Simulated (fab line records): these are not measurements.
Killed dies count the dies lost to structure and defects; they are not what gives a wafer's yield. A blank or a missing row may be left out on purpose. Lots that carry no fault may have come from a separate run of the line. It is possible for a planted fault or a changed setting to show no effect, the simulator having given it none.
One fault seen from 3 desks || flow n5Finfet || numbers are kept per desk, each desk with only its own; the story behind them comes last

## THE DEFECT DESK
What the inspections along the route counted, lot by lot: means of the sampled wafers that have a number. The brackets show how far a lot's mean lies from the usual mean; more than 4 standard deviations puts the lot out of limits, marked OUT.
Columns: A = rawDefectCount at N5_DUMMY_REMOVAL_INSPECT_06, usual 11
{"lot": "L647", "first seen here": "day 4 22:52", "A": 9}
{"lot": "L651", "first seen here": "day 5 21:23", "A": 10}
{"lot": "L657", "first seen here": "day 7 15:26", "A": 6}
{"lot": "L658", "first seen here": "day 7 19:04", "A": 10}
{"lot": "L660", "first seen here": "day 8 09:22", "A": 8}
{"lot": "L661", "first seen here": "day 8 12:21", "A": 9}
{"lot": "L663", "first seen here": "day 9 03:49", "A": 8}
{"lot": "L665", "first seen here": "day 9 11:07", "A": 8}
{"lot": "L666", "first seen here": "day 10 03:05", "A": 10}
This desk's finding: nothing out of limits on any of the 9 lots.

## THE METROLOGY DESK
What the gauges read, lot by lot, whatever tool the lot ran on: means of the sampled wafers that have a number. The brackets show how far a lot's mean lies from the usual mean; more than 4 standard deviations puts the lot out of limits, marked OUT. It has 10 readings; the 7 that lie furthest out on some lot are the ones shown.
Columns: A = DIBL_N at N5_BEOL_M4_RC_MEAS_101, usual 36.3 mV/V; B = IOFF_N at N5_BEOL_M4_RC_MEAS_101, usual 0.16 nA/um; C = ION_N at N5_BEOL_M4_RC_MEAS_101, usual 675 uA/um; D = SS_N at N5_BEOL_M4_RC_MEAS_101, usual 71.5 mV/dec; E = SS_P at N5_BEOL_M4_RC_MEAS_101, usual 73.3 mV/dec; F = VT_N at N5_BEOL_M4_RC_MEAS_101, usual 250 mV; G = VT_P at N5_BEOL_M4_RC_MEAS_101, usual -250 mV
{"lot": "L647", "first seen here": "day 8 18:02", "A": 35.6, "B": 0.14, "C": 662, "D": 71.4, "E": 72.9, "F": 253, "G": -253}
{"lot": "L651", "first seen here": "day 9 10:14", "A": 35.0, "B": 0.12, "C": 668, "D": 71.4, "E": 72.3, "F": 255, "G": -250}
{"lot": "L657", "first seen here": "day 12 21:15", "A": 37.1, "B": 0.16, "C": 681, "D": 72.3, "E": 73.1, "F": 250, "G": -249}
{"lot": "L663", "first seen here": "day 13 01:41", "A": 36.0, "B": 0.16, "C": 686, "D": 71.5, "E": 73.2, "F": 247, "G": -254}
{"lot": "L658", "first seen here": "day 13 14:40", "A": 34.8, "B": 0.13, "C": 670, "D": 70.9, "E": 72.9, "F": 254, "G": -254}
{"lot": "L661", "first seen here": "day 13 19:43", "A": 39.3, "B": 0.20, "C": 697, "D": 72.1, "E": 74.0, "F": 246, "G": -247}
{"lot": "L660", "first seen here": "day 14 01:24", "A": 37.9, "B": 0.16, "C": 665, "D": 71.6, "E": 73.9, "F": 250, "G": -251}
{"lot": "L665", "first seen here": "day 14 12:35", "A": 35.5, "B": 0.14, "C": 675, "D": 72.0, "E": 72.6, "F": 252, "G": -249}
{"lot": "L666", "first seen here": "day 15 04:40", "A": 36.5, "B": 0.15, "C": 667, "D": 71.1, "E": 73.5, "F": 251, "G": -249}
This desk's finding: nothing out of limits on any of the 9 lots.

## THE TOOL OWNER'S DESK: rieDiel-03
The tool's own readings at N5_HKMG_FIN_ETCH_54 (etches SiARC in CF4, target depth 45.5 nm, time 75.8 s): means of the sampled wafers that have a number, for each lot that ran on this tool. The brackets show how far a lot's mean lies from the usual mean; more than 4 standard deviations puts the lot out of limits, marked OUT.
Columns: A = drypumpMotorCurrentA at N5_HKMG_FIN_ETCH_54, usual 5.9 A; B = etchRfOnTimeS at N5_HKMG_FIN_ETCH_54, usual 75.6 s; C = oesProductAu at N5_HKMG_FIN_ETCH_54, usual 0.70 a.u.; D = rfVppV at N5_HKMG_FIN_ETCH_54, usual 184.0 V; E = showerheadPlenumPTorr at N5_HKMG_FIN_ETCH_54, usual 2.14 Torr; F = throttleValvePct at N5_HKMG_FIN_ETCH_54, usual 15.61 %
{"lot": "L647", "first seen here": "day 5 00:32", "A": 5.5, "B": 75.6, "C": 0.68, "D": 183.0, "E": 2.12, "F": 15.64}
{"lot": "L651", "first seen here": "day 5 22:47", "A": 5.5, "B": 77.9, "C": 0.71, "D": 184.2, "E": 2.20, "F": 15.55}
{"lot": "L657", "first seen here": "day 7 16:56", "A": 5.5, "B": 78.1, "C": 0.69, "D": 185.8, "E": 2.20, "F": 15.58}
{"lot": "L658", "first seen here": "day 7 20:55", "A": 5.5, "B": 70.9, "C": 0.73, "D": 185.2, "E": 2.19, "F": 15.57}
{"lot": "L660", "first seen here": "day 8 11:02", "A": 5.6, "B": 70.0, "C": 0.68, "D": 182.9, "E": 2.12, "F": 15.82}
{"lot": "L661", "first seen here": "day 8 14:29", "A": 5.5, "B": 70.2, "C": 0.71, "D": 185.2, "E": 2.19, "F": 15.60}
This desk's finding: nothing out of limits on any of the 6 lots.

## BROUGHT TOGETHER
Nothing the defect desk looked at was out of limits.
From the metrology desk's view, nothing was out of limits.
The tool owner's desk saw nothing out of limits.

## WHAT THE SIMULATOR HAD PUT IN
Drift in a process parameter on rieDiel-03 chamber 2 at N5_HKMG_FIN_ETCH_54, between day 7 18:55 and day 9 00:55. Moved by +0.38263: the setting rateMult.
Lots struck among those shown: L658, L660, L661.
